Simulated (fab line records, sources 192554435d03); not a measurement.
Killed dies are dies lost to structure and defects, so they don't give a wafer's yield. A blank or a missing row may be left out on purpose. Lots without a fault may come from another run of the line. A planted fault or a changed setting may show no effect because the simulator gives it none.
Split-lot experiment | flow n5_finfet | 7 lots, 21 wafers read, on a route of 1938 steps

THE SPLIT
At N5_SD_EPI_N_ETCH_45 (etches SiOCN in CH3F/O2, target depth 6 nm), the setting target_depth_a was moved away from the recipe's 60 angstrom on 9 of the 21 wafers read, by -10.0% to +11.8%. The other wafers ran this setting at the recipe's value.

The reading is taken at the split's own step.

THE READING
etch.depth_nm (the simulator's own value, which no gauge read), in nm, at N5_SD_EPI_N_ETCH_45 (etches SiOCN in CH3F/O2, target depth 6 nm). The file gives no usual value for it. The 12 wafers here that ran the recipe average 5.921 nm, standard deviation 0.1 nm.

wafer  | tool, chamber at the split | target_depth_a as run, angstrom | against the recipe | etch.depth_nm, nm | against lot-mates on the recipe
L074.2 | rie_diel-06, 0             | 67.01                           | +11.7%             | 6.617             | +0.757
L074.5 | rie_diel-06, 2             | 67.01                           | +11.7%             | 6.672             | +0.812
L074.6 | rie_diel-06, 3             | 60                              | recipe             | 5.86              | -
L076.2 | rie_diel-06, 3             | 67.09                           | +11.8%             | 6.513             | +0.524
L076.3 | rie_diel-06, 2             | 60                              | recipe             | 6.022             | -
L076.5 | rie_diel-06, 0             | 60                              | recipe             | 5.955             | -
L078.1 | rie_diel-04, 3             | 55.7                            | -7.2%              | 5.574             | -0.325
L078.2 | rie_diel-04, 1             | 60                              | recipe             | 6.004             | -
L078.6 | rie_diel-04, 0             | 60                              | recipe             | 5.794             | -
L085.4 | rie_diel-04, 0             | 63.73                           | +6.2%              | 6.182             | +0.250
L085.5 | rie_diel-04, 1             | 60                              | recipe             | 5.932             | -
L085.6 | rie_diel-04, 2             | 63.73                           | +6.2%              | 6.535             | +0.603
L089.3 | rie_diel-06, 0             | 54.01                           | -10.0%             | 5.304             | -0.582
L089.4 | rie_diel-06, 2             | 54.01                           | -10.0%             | 5.374             | -0.512
L089.5 | rie_diel-06, 0             | 60                              | recipe             | 5.886             | -
L092.3 | rie_diel-04, 0             | 60                              | recipe             | 5.759             | -
L092.4 | rie_diel-04, 3             | 60                              | recipe             | 5.975             | -
L092.6 | rie_diel-04, 2             | 60                              | recipe             | 6.106             | -
L094.1 | rie_diel-04, 3             | 57.32                           | -4.5%              | 5.701             | -0.177
L094.2 | rie_diel-04, 0             | 60                              | recipe             | 5.782             | -
L094.6 | rie_diel-04, 3             | 60                              | recipe             | 5.974             | -

THE FIT
A straight line over all 21 wafers: etch.depth_nm changes by +0.0582 nm for each +1% of target_depth_a; r = +0.96; the points scatter about the line by 0.11 nm.
The same after taking each lot's own level away (the mean of its wafers on the recipe; 21 wafers): +0.0572 nm for each +1%; r = +0.96; scatter 0.11 nm.
On that fit, the largest move of target_depth_a shifts the reading by 0.68 nm.
The lots' own levels span 5.8600 to 5.9885 nm, that is 1.3 times the standard deviation above.
So the lot-to-lot level changes the slope little: the two slopes agree.
Check: with one of the wafers moved furthest among these (+11.8%) left out of the fit, the line predicts +0.743 nm for it against its lot-mates. It came out at +0.524 nm against them.

OTHER SPLITS ON THESE WAFERS
These wafers also went through other splits before the reading. Each is held against what the fit with the lots' levels taken away leaves over:
other split on the same wafers        | wafers away from the commonest value | r with etch.depth_nm (lot level and that fit taken away)
N5_WELL_APT_PEB_23 peb_time_s         | 5                                    | +0.14
N5_WELL_APT_DEVELOP_24 develop_time_s | 5                                    | -0.01
N5_FIN_SAQP_HM_DEP_72 time_s          | 13                                   | -0.08
N5_FIN_SAQP_COAT_50 spin_rpm          | 5                                    | -0.17
N5_FIN_CUT_ETCH_21 time_s             | 9                                    | -0.25
N5_STI_FIN_REVEAL_ETCHBACK_08 time_s  | 3                                    | -0.15
N5_STI_FIN_REVEAL_PRECLEAN_17 time_s  | 8                                    | -0.13

THE FILE'S OWN FIT
etch.depth_nm changes by +0.0548 nm for each +1% of target_depth_a, r = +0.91.
